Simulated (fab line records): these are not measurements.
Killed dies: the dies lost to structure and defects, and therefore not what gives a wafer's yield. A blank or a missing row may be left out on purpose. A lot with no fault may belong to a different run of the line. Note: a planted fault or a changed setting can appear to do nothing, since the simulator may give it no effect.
Which tool did it? | flow nand_harc | Sampling: 6 lots, 17 wafers, 5 of 1302 route steps

## WHAT EACH GAUGE READ, for each wafer
NHARC_END_SORT_01.
lot  | measured     | on        | killed_dies
L882 | day 25 04:55 | prober-01 | 34 22 33
L888 | day 27 13:38 | prober-02 | 98 677
L892 | day 29 15:41 | prober-01 | 46 58 69
L894 | day 30 14:55 | prober-02 | 86 81 80
L896 | day 30 23:26 | prober-02 | 56 66 77
L899 | day 32 17:13 | prober-01 | 94 77 77

## WHICH TOOL RAN EACH LOT (tool, then ch and the chambers of the sampled wafers, then the start)
lot  | NHARC_A_STAIRCASE_STRIP_476        | NHARC_A_STAIRCASE_ETCH_444         | NHARC_A_STAIRCASE_CMP_450     | NHARC_A_STAIRCASE_ETCHBACK_157
L882 | rie_diel-07 ch 1,2, day 18 04:27   | rie_diel-07 ch 0,2, day 19 12:24   | cmp-02 ch 1,2, day 19 17:48   | rie_diel-04 ch 0,2,3, day 19 18:44
L888 | rie_diel-04 ch 2,3, day 20 05:08   | rie_diel-04 ch 1,2, day 21 23:05   | cmp-03 ch 1, day 22 03:29     | rie_diel-04 ch 0,1, day 22 04:26
L892 | rie_diel-07 ch 2,3, day 22 19:14   | rie_diel-04 ch 0,3, day 24 08:54   | cmp-03 ch 0,3, day 24 14:06   | rie_diel-07 ch 1,2, day 24 14:59
L894 | rie_diel-07 ch 0,2,3, day 23 12:19 | rie_diel-07 ch 1,2,3, day 24 21:36 | cmp-02 ch 0,1, day 25 02:46   | rie_diel-07 ch 0,1,3, day 25 03:42
L896 | rie_diel-07 ch 0,1,3, day 24 00:49 | rie_diel-07 ch 1,2,3, day 25 10:09 | cmp-02 ch 0,1,3, day 25 14:25 | rie_diel-07 ch 1,3, day 25 15:20
L899 | rie_diel-04 ch 0,2,3, day 25 12:49 | rie_diel-07 ch 1,2,3, day 27 01:43 | cmp-04 ch 1,2,3, day 27 06:26 | rie_diel-07 ch 0,1,2, day 27 07:20
- NHARC_A_STAIRCASE_STRIP_476: strips in O2, time 20 s.
- NHARC_A_STAIRCASE_ETCH_444: etches the open film in C4F8/O2, target depth 20400 nm, time 6800 s.
- NHARC_A_STAIRCASE_CMP_450: polishes SiO2, target thk 200 nm.
- NHARC_A_STAIRCASE_ETCHBACK_157: etches the open film in CH3F/O2, target depth 90 nm, time 167.14 s.

## THE ANSWER, worked out from the rows above alone
Rule: usual is defined by the lots themselves. Put in order of their means at a reading, lots are off if they are a third of the lots or fewer, leave a main group of 4 or more, and stand apart from it by a gap of 3 or more times the standard deviation of the main group's means; of several such gaps the widest counts. A main group whose means are all the same, to the digits that the tables above print for the reading, isn't used. Also off: a lot with no number at a reading for which 4 or more lots have one. Where the step has rows for the other lots, those lots are counted as sound.
Off: L888, at NHARC_END_SORT_01 (killed_dies). Main group: mean 64, sd 20.
A tool fits if, at a process step before that reading, it ran every lot that is off, and no sound lot after the first of them. Those tools and the gauges at NHARC_END_SORT_01 are tried in the same way. One fits: rie_diel-04 at NHARC_A_STAIRCASE_ETCHBACK_157. Its last sound lot is L882 (day 19 18:44), its first lot that is off L888 (day 22 04:26): a fault that began between those two fits.

## WHAT THE SIMULATOR HAD INSERTED
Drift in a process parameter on rie_diel-04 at NHARC_A_STAIRCASE_ETCHBACK_157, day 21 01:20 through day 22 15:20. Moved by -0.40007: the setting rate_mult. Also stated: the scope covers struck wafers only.
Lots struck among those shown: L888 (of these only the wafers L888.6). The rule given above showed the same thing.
